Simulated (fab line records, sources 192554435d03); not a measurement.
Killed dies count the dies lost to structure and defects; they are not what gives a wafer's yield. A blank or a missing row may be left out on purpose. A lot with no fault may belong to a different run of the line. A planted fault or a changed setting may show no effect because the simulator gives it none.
fab line records | flow n5_finfet
record lots=9 | wafers=27 | last_day=19
route steps=1938 shown BEOL_M3@945 BEOL_M4@1111 PASSIVATION@1936
lots that met no fault: taken from a fault-free run of the same line
start_h: hours from the record's opening day to when the first of the lot's shown wafers began | wait_h: hours from the lot's prior step to this one | " same as the row above | L1.1+2: several wafers, shown together as one row | - either no value or no given start | * or withheld: withheld | < > ~ a bound
route shown NAME@n: a module of which the file shows steps, and the number in the route of the first | usual: average and standard deviation across the fault-free wafers | same: alike in all rows | chamber/n: place in a boat | sites: each site's reading | _std_site: standard deviation across them | _edge_site: mean of outer sites minus mean of inner sites | radius_mm: how far each site lies from the wafer's centre | mask NAME#n: copy n | behind: tool/chamber where the wafer was last shaped | hold: why the lot was held/for how many hours/how that ended | device: transistor that didn't switch, given as n, p or np | end of line: the tests these same wafers got at the end of their route | a step given without rows: its recipe and nothing more | killed: not the wafer's yield, but the dies lost to structure and defects at the first sort | map: shows each die of a wafer: x if killed, . if not, _ if none is there
set.NAME: the setting as run; set.NAME@STEP: as run at that earlier step | model.NAME: the simulator's own value behind a step, which no gauge read
steps of the route over a sample of lots; a table a step, a row a wafer
services: the hour from which a tool's chamber was out of use, counted from the record's first day as start_h (under 0 if before that day), plus the number of hours and why
## steps
# step N5_BEOL_M3_OVL_MEAS_12
# recipe points_per_wafer=522
# usual M3_OVL=0.0/0.63
lot.wafer | tool       | chamber | start_h | wait_h | M3_OVL[nm]
L866.2    | overlay-02 | 0       | 158.70  | 0.0    | -1.0
L866.3    | "          | 0       | "       | "      | -0.1
L866.5    | "          | 0       | "       | "      | 0.4
L867.1    | overlay-01 | 0       | 162.14  | 0.0    | 0.3
L867.4    | "          | 0       | "       | "      | 0.0
L867.5    | "          | 0       | "       | "      | 0.9
L871.1    | overlay-02 | 0       | 195.34  | 0.0    | -0.6
L871.2    | "          | 0       | "       | "      | 1.1
L871.6    | "          | 0       | "       | "      | 1.2
L879.2    | overlay-01 | 0       | 245.24  | 0.0    | -0.2
L879.5    | "          | 0       | "       | "      | 0.2
L879.6    | "          | 0       | "       | "      | -0.6
L878.1    | overlay-01 | 0       | 248.11  | 0.0    | -0.1
L878.2    | "          | 0       | "       | "      | 0.1
L878.6    | "          | 0       | "       | "      | -0.1
L882.3    | overlay-01 | 0       | 252.84  | 0.0    | 0.1
L882.4    | "          | 0       | "       | "      | 1.1
L882.6    | "          | 0       | "       | "      | -0.1
L886.1    | overlay-01 | 0       | 298.90  | 0.0    | -0.5
L886.4    | "          | 0       | "       | "      | 0.7
L886.5    | "          | 0       | "       | "      | -0.2
L887.3    | overlay-01 | 0       | 311.74  | 0.0    | -0.1
L887.5    | "          | 0       | "       | "      | -1.0
L887.6    | "          | 0       | "       | "      | 0.2
L888.1    | overlay-02 | 0       | 317.08  | 0.0    | 0.5
L888.5    | "          | 0       | "       | "      | -0.4
L888.6    | "          | 0       | "       | "      | 0.8
# step N5_BEOL_M3_ETCH_63
# recipe chemistry=CF4 | target=SiARC | target_depth_a=156 | mask_material=CAR-EUV | time_s=26 | ion_energy_ev=80 | pressure_mtorr=40 | source_w=545 | bias_w=36 | Ar_flow_sccm=100 | cf4_flow_sccm=100 | ends=cleared
# usual drypump_motor_current_A=5.7/0.35 | etch_rf_on_time_s=25.8/0.51 | oes_product_au=0.65/0.064 | rf_vpp_V=184.1/1.2 | showerhead_plenum_p_Torr=2.15/0.063 | throttle_valve_pct=15.83/0.18
lot.wafer | tool        | chamber | start_h | wait_h | drypump_motor_current_A | etch_rf_on_time_s | oes_product_au | rf_hours_counter_h | rf_vpp_V | showerhead_plenum_p_Torr | throttle_valve_pct
L866.2    | rie_diel-01 | 0       | 158.84  | 0.0    | 5.8                     | 25.9              | 0.62           | 182                | 183.8    | 2.14                     | 15.87
L866.3    | "           | 2       | "       | "      | 5.5                     | 25.5              | 0.64           | 160                | 184.1    | 2.22                     | 16.00
L866.5    | "           | 0       | "       | "      | 5.8                     | 26.1              | 0.62           | -                  | 185.1    | 2.14                     | 15.86
L867.1    | rie_diel-02 | 3       | 162.29  | 0.0    | 5.0                     | 25.5              | 0.83           | 14                 | 184.7    | 2.29                     | 15.68
L867.4    | "           | 2       | "       | "      | 5.6                     | 25.3              | 0.62           | 191                | 181.2    | 2.14                     | 15.95
L867.5    | "           | 3       | "       | "      | 5.0                     | 25.6              | 0.81           | -                  | 184.2    | 2.29                     | 15.69
L871.1    | rie_diel-01 | 3       | 195.54  | 0.0    | 6.5                     | 25.3              | 0.62           | 187                | 182.1    | 2.04                     | 15.72
L871.2    | "           | 0       | "       | "      | 5.7                     | 25.5              | 0.62           | 191                | 183.0    | 2.14                     | 15.88
L871.6    | "           | 2       | "       | "      | 5.5                     | 25.2              | 0.64           | -                  | 184.9    | 2.21                     | 16.01
L879.2    | rie_diel-01 | 1       | 247.87  | 0.0    | 6.0                     | 26.4              | 0.62           | 200                | 183.9    | 2.12                     | 15.89
L879.5    | "           | 3       | "       | "      | 6.4                     | 25.5              | 0.61           | -                  | 183.2    | 2.04                     | 15.74
L879.6    | "           | 0       | "       | "      | 5.7                     | 26.0              | 0.60           | -                  | 183.3    | 2.13                     | 15.90
L878.1    | rie_diel-01 | 3       | 249.63  | 0.0    | 6.4                     | 25.5              | 0.61           | 201                | 183.0    | 2.04                     | 15.76
L878.2    | "           | 2       | "       | "      | 5.5                     | 25.5              | 0.62           | 185                | 183.9    | 2.21                     | 16.05
L878.6    | "           | 2       | "       | "      | 5.5                     | 25.5              | 0.62           | -                  | 184.5    | 2.21                     | 16.04
L882.3    | rie_diel-02 | 1       | 254.71  | 0.0    | 5.6                     | 27.1              | 0.60           | 205                | 183.6    | 2.21                     | 15.84
L882.4    | "           | 3       | "       | "      | 5.0                     | 25.6              | 0.78           | 38                 | 185.3    | 2.28                     | 15.72
L882.6    | "           | 1       | "       | "      | 5.6                     | 27.1              | 0.60           | -                  | 185.1    | 2.21                     | 15.83
L886.1    | rie_diel-03 | 2       | 299.17  | 0.0    | 5.3                     | 25.8              | 0.63           | 177                | 184.3    | 2.13                     | 15.96
L886.4    | "           | 0       | "       | "      | 5.5                     | 26.0              | 0.61           | 208                | 182.9    | 2.12                     | 15.75
L886.5    | "           | 3       | "       | "      | 5.5                     | 26.1              | 0.61           | -                  | 184.0    | 2.12                     | 16.06
L887.3    | rie_diel-01 | 1       | 311.87  | 0.0    | 6.0                     | 26.3              | 0.61           | 222                | 183.0    | 2.11                     | 15.95
L887.5    | "           | 1       | "       | "      | 6.0                     | 26.4              | 0.60           | -                  | 183.2    | 2.11                     | 15.92
L887.6    | "           | 0       | "       | "      | 5.7                     | 26.1              | 0.59           | -                  | 183.0    | 2.12                     | 15.96
L888.1    | rie_diel-02 | 1       | 317.29  | 0.0    | 5.6                     | 26.7              | 0.59           | 222                | 183.0    | 2.20                     | 15.85
L888.5    | "           | 1       | "       | "      | 5.6                     | 26.7              | 0.60           | -                  | 185.8    | 2.20                     | 15.86
L888.6    | "           | 2       | "       | "      | 5.6                     | 25.4              | 0.60           | -                  | 182.9    | 2.12                     | 16.04
# step N5_BEOL_M3_STRIP_66
# recipe chemistry=CF4 | resist=SiARC | power_w=300 | bias_power_w=75 | pressure_mtorr=50 | cf4_flow_sccm=150 | rf_frequency_hz=6e+07
# usual drypump_motor_current_A=5.7/0.35 | oes_product_au=0.75/0.07 | rf_vpp_V=271.4/1.4 | showerhead_plenum_p_Torr=1.80/0.052 | throttle_valve_pct=13.81/0.2
lot.wafer | tool        | chamber | start_h | wait_h | drypump_motor_current_A | oes_product_au | rf_hours_counter_h | rf_vpp_V | showerhead_plenum_p_Torr | throttle_valve_pct
L866.2    | rie_diel-01 | 0       | 159.00  | 0.0    | 5.7                     | 0.72           | 182                | 270.7    | 1.79                     | 13.81
L866.3    | "           | 2       | "       | "      | 5.5                     | 0.74           | 160                | 272.2    | 1.87                     | 14.01
L866.5    | "           | 0       | "       | "      | 5.7                     | 0.71           | -                  | 271.3    | 1.79                     | 13.83
L867.1    | rie_diel-02 | 3       | 162.44  | 0.0    | 5.0                     | 0.94           | 14                 | 273.7    | 1.91                     | 13.56
L867.4    | "           | 2       | "       | "      | 5.6                     | 0.71           | 191                | 271.1    | 1.79                     | 13.95
L867.5    | "           | 3       | "       | "      | 5.0                     | 0.94           | -                  | 273.2    | 1.91                     | 13.57
L871.1    | rie_diel-01 | 3       | 195.69  | 0.0    | 6.4                     | 0.72           | 187                | 269.4    | 1.72                     | 13.72
L871.2    | "           | 0       | "       | "      | 5.7                     | 0.71           | 191                | 271.2    | 1.79                     | 13.83
L871.6    | "           | 2       | "       | "      | 5.5                     | 0.73           | -                  | 273.6    | 1.86                     | 14.03
L879.2    | rie_diel-01 | 1       | 248.02  | 0.0    | 6.1                     | 0.72           | 200                | 270.0    | 1.77                     | 13.84
L879.5    | "           | 3       | "       | "      | 6.5                     | 0.70           | -                  | 269.5    | 1.72                     | 13.78
L879.6    | "           | 0       | "       | "      | 5.8                     | 0.70           | -                  | 271.0    | 1.78                     | 13.88
L878.1    | rie_diel-01 | 3       | 249.78  | 0.0    | 6.5                     | 0.71           | 201                | 270.0    | 1.72                     | 13.79
L878.2    | "           | 2       | "       | "      | 5.5                     | 0.72           | 185                | 272.5    | 1.86                     | 14.09
L878.6    | "           | 2       | "       | "      | 5.5                     | 0.71           | -                  | 272.7    | 1.86                     | 14.06
L882.3    | rie_diel-02 | 1       | 254.87  | 0.0    | 5.6                     | 0.71           | 205                | 273.0    | 1.84                     | 13.83
L882.4    | "           | 3       | "       | "      | 5.0                     | 0.89           | 38                 | 274.4    | 1.90                     | 13.64
L882.6    | "           | 1       | "       | "      | 5.6                     | 0.71           | -                  | 271.8    | 1.84                     | 13.83
L886.1    | rie_diel-03 | 2       | 299.33  | 0.0    | 5.3                     | 0.72           | 177                | 270.2    | 1.78                     | 13.95
L886.4    | "           | 0       | "       | "      | 5.5                     | 0.71           | 208                | 270.6    | 1.77                     | 13.72
L886.5    | "           | 3       | "       | "      | 5.5                     | 0.71           | -                  | 270.7    | 1.78                     | 14.06
L887.3    | rie_diel-01 | 1       | 312.03  | 0.0    | 6.0                     | 0.71           | 222                | 271.4    | 1.77                     | 13.90
L887.5    | "           | 1       | "       | "      | 6.0                     | 0.71           | -                  | 271.5    | 1.76                     | 13.91
L887.6    | "           | 0       | "       | "      | 5.8                     | 0.68           | -                  | 270.4    | 1.78                     | 13.92
L888.1    | rie_diel-02 | 1       | 317.45  | 0.0    | 5.6                     | 0.70           | 222                | 271.1    | 1.84                     | 13.85
L888.5    | "           | 1       | "       | "      | 5.6                     | 0.70           | -                  | 271.4    | 1.84                     | 13.84
L888.6    | "           | 2       | "       | "      | 5.6                     | 0.68           | -                  | 270.3    | 1.78                     | 14.05
# step N5_BEOL_M3_EXPOSE_25
# recipe mask_id=V2 | na=0.33 | source_shape=quasar | sigma_inner=0.2 | sigma_outer=0.8 | polarization=unpolarized | defocus_nm=5 | dose_mj=63
# usual exposure_dose_mJ_cm2=62.82/0.073
lot.wafer | tool           | chamber | start_h | wait_h | mask | exposure_dose_mJ_cm2
L866.2    | euv_scanner-02 | 0       | 159.45  | -      | V2#0 | 62.85
L866.3    | "              | 0       | "       | "      | V2#0 | 62.77
L866.5    | "              | 0       | "       | "      | V2#0 | 62.83
L867.1    | euv_scanner-02 | 0       | 163.05  | -      | V2#0 | 62.71
L867.4    | "              | 0       | "       | "      | V2#0 | 62.82
L867.5    | "              | 0       | "       | "      | V2#0 | 62.71
L871.1    | euv_scanner-01 | 0       | 196.21  | -      | V2#0 | 62.84
L871.2    | "              | 0       | "       | "      | V2#0 | 62.82
L871.6    | "              | 0       | "       | "      | V2#0 | 62.95
L879.2    | euv_scanner-02 | 0       | 248.55  | -      | V2#0 | 60.17
L879.5    | "              | 0       | "       | "      | V2#0 | 60.20
L879.6    | "              | 0       | "       | "      | V2#0 | 60.22
L878.1    | euv_scanner-02 | 0       | 250.48  | -      | V2#0 | 60.71
L878.2    | "              | 0       | "       | "      | V2#0 | 60.62
L878.6    | "              | 0       | "       | "      | V2#0 | 60.67
L882.3    | euv_scanner-01 | 0       | 255.37  | -      | V2#0 | 62.87
L882.4    | "              | 0       | "       | "      | V2#0 | 62.83
L882.6    | "              | 0       | "       | "      | V2#0 | 62.80
L886.1    | euv_scanner-01 | 0       | 299.85  | -      | V2#0 | 62.78
L886.4    | "              | 0       | "       | "      | V2#0 | 62.73
L886.5    | "              | 0       | "       | "      | V2#0 | 62.88
L887.3    | euv_scanner-01 | 0       | 312.58  | -      | V2#0 | 62.79
L887.5    | "              | 0       | "       | "      | V2#0 | 62.83
L887.6    | "              | 0       | "       | "      | V2#0 | 62.85
L888.1    | euv_scanner-01 | 0       | 318.05  | -      | V2#0 | 62.89
L888.5    | "              | 0       | "       | "      | V2#0 | 62.89
L888.6    | "              | 0       | "       | "      | V2#0 | 62.82
# step N5_BEOL_M3_CD_MEAS_28
# recipe target_cd_nm=25.7 | landing_energy_ev=500 | detector=se_inlens | target_cd_y_nm=23.3 | polarity=opening
# usual cd_nm=25.63/0.22
lot.wafer | tool      | chamber | start_h | wait_h | cd_nm
L866.2    | cd_sem-02 | 0       | 159.59  | -      | 25.20
L866.3    | "         | 0       | "       | "      | 25.70
L866.5    | "         | 0       | "       | "      | 25.60
L867.1    | cd_sem-01 | 0       | 163.20  | -      | 25.47
L867.4    | "         | 0       | "       | "      | 25.72
L867.5    | "         | 0       | "       | "      | 25.77
L871.1    | cd_sem-03 | 0       | 196.36  | -      | 25.42
L871.2    | "         | 0       | "       | "      | 25.57
L871.6    | "         | 0       | "       | "      | 25.20
L879.2    | cd_sem-02 | 0       | 248.69  | -      | 24.88
L879.5    | "         | 0       | "       | "      | 24.72
L879.6    | "         | 0       | "       | "      | 25.21
L878.1    | cd_sem-03 | 0       | 250.63  | -      | 24.95
L878.2    | "         | 0       | "       | "      | 24.93
L878.6    | "         | 0       | "       | "      | 25.24
L882.3    | cd_sem-02 | 0       | 255.50  | -      | 25.43
L882.4    | "         | 0       | "       | "      | 25.89
L882.6    | "         | 0       | "       | "      | 25.73
L886.1    | cd_sem-03 | 0       | 299.99  | -      | 25.69
L886.4    | "         | 0       | "       | "      | 26.06
L886.5    | "         | 0       | "       | "      | 25.77
L887.3    | cd_sem-02 | 0       | 312.71  | -      | 25.84
L887.5    | "         | 0       | "       | "      | 25.67
L887.6    | "         | 0       | "       | "      | 25.24
L888.1    | cd_sem-02 | 0       | 318.20  | -      | 25.88
L888.5    | "         | 0       | "       | "      | 25.45
L888.6    | "         | 0       | "       | "      | 26.09
# step N5_BEOL_M4_RC_MEAS_101
# usual DIBL_N=35.1/1.6 | DIBL_P=34.9/1.8 | IOFF_N=0.143/0.026 | IOFF_P=0.21/0.037 | ION_N=671/11 | ION_P=463/7.8 | SS_N=71.2/0.58 | SS_P=73.0/0.54 | VT_N=251/3 | VT_P=-250/4.1
lot.wafer | tool      | chamber | start_h | wait_h | DIBL_N[mV/V] | DIBL_P[mV/V] | IOFF_N[nA/um] | IOFF_P[nA/um] | ION_N[uA/um] | ION_P[uA/um] | SS_N[mV/dec] | SS_P[mV/dec] | VT_N[mV] | VT_P[mV]
L866.2    | prober-01 | 0       | 177.95  | 0.2    | 31.8         | 30.7         | 0.109         | 0.15          | 658          | 457          | 71.1         | 71.7         | 253      | -253
L866.3    | "         | 0       | "       | "      | 34.7         | 35.7         | 0.146         | 0.21          | 667          | 465          | 72.3         | 73.5         | 250      | -249
L866.5    | "         | 0       | "       | "      | 31.2         | 30.9         | 0.097         | 0.15          | 652          | 457          | 70.0         | 71.7         | 256      | -250
L867.1    | prober-02 | 0       | 191.28  | 0.0    | 32.9         | 32.2         | 0.110         | 0.18          | 663          | 462          | 69.8         | 72.5         | 255      | -249
L867.4    | "         | 0       | "       | "      | 34.7         | 34.7         | 0.137         | 0.21          | 678          | 472          | 70.9         | 72.8         | 250      | -248
L867.5    | "         | 0       | "       | "      | 35.1         | 35.1         | 0.147         | 0.22          | 680          | 464          | 71.3         | 72.7         | 252      | -249
L871.1    | prober-01 | 0       | 241.00  | 0.0    | 34.3         | 35.1         | 0.135         | 0.20          | 681          | 467          | 71.2         | 73.2         | 254      | -248
L871.2    | "         | 0       | "       | "      | 35.9         | 36.5         | 0.155         | 0.23          | 691          | 467          | 71.6         | 73.7         | 251      | -246
L871.6    | "         | 0       | "       | "      | 33.5         | 34.4         | 0.131         | 0.20          | 668          | 469          | 71.2         | 72.3         | 252      | -250
L879.2    | prober-01 | 0       | 280.77  | 0.2    | 35.4         | 34.8         | 0.146         | 0.20          | 679          | 463          | 71.4         | 73.3         | 253      | -248
L879.5    | "         | 0       | "       | "      | 36.8         | 35.9         | 0.168         | 0.23          | 672          | 462          | 72.1         | 72.6         | 246      | -248
L879.6    | "         | 0       | "       | "      | 36.3         | 35.6         | 0.158         | 0.21          | 658          | 455          | 71.6         | 72.7         | 251      | -248
L878.1    | prober-02 | 0       | 283.55  | 0.1    | 34.3         | 35.3         | 0.134         | 0.21          | 670          | 468          | 71.1         | 73.3         | 254      | -247
L878.2    | "         | 0       | "       | "      | 35.3         | 36.7         | 0.158         | 0.22          | 678          | 469          | 71.9         | 74.3         | 248      | -250
L878.6    | "         | 0       | "       | "      | 35.3         | 36.2         | 0.158         | 0.21          | 680          | 469          | 71.5         | 73.1         | 250      | -249
L882.3    | prober-01 | 0       | 286.94  | 0.3    | 35.7         | 35.6         | 0.147         | 0.19          | 670          | 459          | 71.4         | 73.1         | 250      | -254
L882.4    | "         | 0       | "       | "      | 35.8         | 35.3         | 0.151         | 0.18          | 672          | 459          | 71.8         | 72.7         | 250      | -255
L882.6    | "         | 0       | "       | "      | 34.8         | 34.3         | 0.132         | 0.18          | 679          | 464          | 71.2         | 72.9         | 251      | -254
L886.1    | prober-02 | 0       | 331.02  | 0.0    | 38.4         | 38.9         | 0.223         | 0.25          | 674          | 451          | 72.7         | 74.1         | 250      | -248
L886.4    | "         | 0       | "       | "      | 33.5         | 34.8         | 0.133         | 0.19          | 675          | 461          | 70.7         | 72.9         | 252      | -248
L886.5    | "         | 0       | "       | "      | 35.1         | 36.8         | 0.157         | 0.21          | 681          | 466          | 70.6         | 73.5         | 248      | -252
L887.3    | prober-01 | 0       | 339.92  | 0.9    | 37.5         | 36.4         | 0.162         | 0.26          | 673          | 469          | 71.4         | 73.5         | 252      | -244
L887.5    | "         | 0       | "       | "      | 35.5         | 34.0         | 0.135         | 0.23          | 673          | 466          | 71.0         | 73.5         | 251      | -247
L887.6    | "         | 0       | "       | "      | 36.4         | 35.6         | 0.157         | 0.25          | 677          | 476          | 71.7         | 74.0         | 250      | -243
L888.1    | prober-01 | 0       | 340.87  | 0.0    | 35.0         | 35.3         | 0.138         | 0.21          | 667          | 463          | 71.1         | 73.1         | 249      | -248
L888.5    | "         | 0       | "       | "      | 34.8         | 36.6         | 0.135         | 0.23          | 661          | 462          | 71.2         | 73.1         | 249      | -247
L888.6    | "         | 0       | "       | "      | 35.2         | 35.1         | 0.132         | 0.21          | 677          | 474          | 71.0         | 73.1         | 249      | -248
# step N5_PASSIVATION_PROBE_49
# usual defect_limited_yield=91.1/1.4 | killed_at_M0_to_M3=36/11 | killed_at_M4_up=14/5.2 | killed_at_contacts=12/6.1 | killed_at_front_end=40/12 | killed_at_other=3.2/2.5 | killed_dies=105/16 | killed_open=68/12 | killed_short=35/8.7 | sort_bin_5_function=5.2/0.89 | sort_bin_6_memory=3.3/0.66 | sort_n_pass=1074/16 | sort_yield_pct=91.1/1.4
# same gross_dies=1180 | killed_at_back_side=0 | sort_bin_4_leakage[%]=0 | sort_bin_8_speed[%]=0
lot.wafer | tool      | chamber | start_h | wait_h | defect_limited_yield[%] | killed_at_M0_to_M3 | killed_at_M4_up | killed_at_contacts | killed_at_front_end | killed_at_other | killed_dies | killed_open | killed_short | sort_bin_5_function[%] | sort_bin_6_memory[%] | sort_n_pass | sort_yield_pct[%]
L879.2    | prober-01 | -       | 384.45  | 0.1    | 92.7                    | 20                 | 11              | 13                 | 42                  | 0               | 86          | 64          | 21           | 4.4                    | 2.7                  | 1094        | 92.7
L879.5    | prober-01 | -       | 384.60  | 0.2    | 90.8                    | 30                 | 16              | 5                  | 55                  | 3               | 109         | 67          | 42           | 5.8                    | 3.2                  | 1071        | 90.8
L879.6    | prober-01 | -       | 384.65  | 0.3    | 88.7                    | 30                 | 18              | 27                 | 58                  | 0               | 133         | 83          | 49           | 6.4                    | 4.4                  | 1047        | 88.7
# killed by level:class
L879.2 FIN_SAQP:geometric_particle:open=22 FIN_SAQP:geometric_particle:short=10 MOL_CONTACT_COAG:geometric_particle:open=10 BEOL_M4:geometric_particle:open=6 STARTING-WAFER:geometric_particle:open=5 BEOL_M1:geometric_particle:open=5 BEOL_M0_SAQP:geometric_particle:open=4 BEOL_M2:geometric_particle:open=4
L879.5 FIN_SAQP:geometric_particle:short=14 FIN_SAQP:geometric_particle:open=10 STI_FIN_REVEAL:geometric_particle:open=9 BEOL_M4:geometric_particle:open=8 BEOL_M0_SAQP:geometric_particle:open=7 BEOL_M0_SAQP:geometric_particle:short=5 BEOL_M2:geometric_particle:open=5 BEOL_M3:geometric_particle:open=5
L879.6 FIN_SAQP:geometric_particle:short=21 MOL_CONTACT_COAG:geometric_particle:open=21 FIN_SAQP:geometric_particle:open=16 BEOL_M3:geometric_particle:open=8 STI_FIN_REVEAL:geometric_particle:open=7 MOL_CONTACT_COAG:geometric_particle:short=6 BEOL_M0_SAQP:geometric_particle:short=6 BEOL_M1:geometric_particle:open=5
## services
tool           | chamber | start_h | hours | kind
euv_scanner-02 | -       | 146.46  | 1.0   | pm
rie_diel-01    | 1       | 149.61  | 2.3   | repair
rie_diel-01    | 2       | 150.61  | 2.8   | repair
rie_diel-03    | 1       | 161.54  | -     | clean
rie_diel-03    | 1       | 161.54  | -     | consumable_replace:focus_ring
rie_diel-03    | 1       | 161.54  | -     | consumable_replace:showerhead
rie_diel-03    | 1       | 161.54  | 15.7  | scheduled_down
rie_diel-03    | 1       | 161.54  | 15.7  | vent_cycle
euv_scanner-01 | -       | 172.58  | 1.0   | pm
euv_scanner-02 | -       | 173.62  | 2.0   | repair
euv_scanner-02 | -       | 179.08  | 4.6   | pm
euv_scanner-02 | -       | 202.62  | 1.0   | pm
euv_scanner-01 | -       | 228.73  | 1.0   | pm
rie_diel-03    | -       | 238.74  | 15.6  | pm
rie_diel-02    | -       | 241.28  | 5.4   | repair
euv_scanner-02 | 0       | 242.20  | -     | calibration
euv_scanner-02 | -       | 258.76  | 1.0   | pm
rie_diel-03    | 0       | 260.05  | 1.3   | repair
euv_scanner-01 | 0       | 272.31  | -     | calibration
euv_scanner-01 | -       | 279.55  | 4.6   | pm
euv_scanner-01 | -       | 284.88  | 1.0   | pm
euv_scanner-02 | -       | 314.91  | 1.0   | pm
## key
first_sign step=N5_BEOL_M3_EXPOSE_25 | reading=exposure_dose_mJ_cm2 | direction=down | sigmas=33 | usual=62.82 | struck=60.43
effect step=N5_BEOL_M3_CD_MEAS_28 | reading=cd_nm | direction=down | sigmas=2.9 | usual=25.63 | struck=24.99 | through=control_loop
met_at N5_BEOL_M3_EXPOSE_25
struck_lots L878,L879
loop_trim step=N5_BEOL_M3_EXPOSE_25 | setting=dose | lots=L878
not_acting_at N5_BEOL_M3_OVL_MEAS_12,N5_BEOL_M3_ETCH_63,N5_BEOL_M3_STRIP_66
onset_between 163.05 248.55
fault kind=process_parameter_drift | tool=euv_scanner-02 | chamber=- | onset_h=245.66 | steps=N5_BEOL_M3_EXPOSE_25 | channel=dose_mj | offset=-2.6085 | shape=step | acts_in=these_recipes_only | stated=63
# loop_trim: a control loop set the setting to another value than it would have without faults
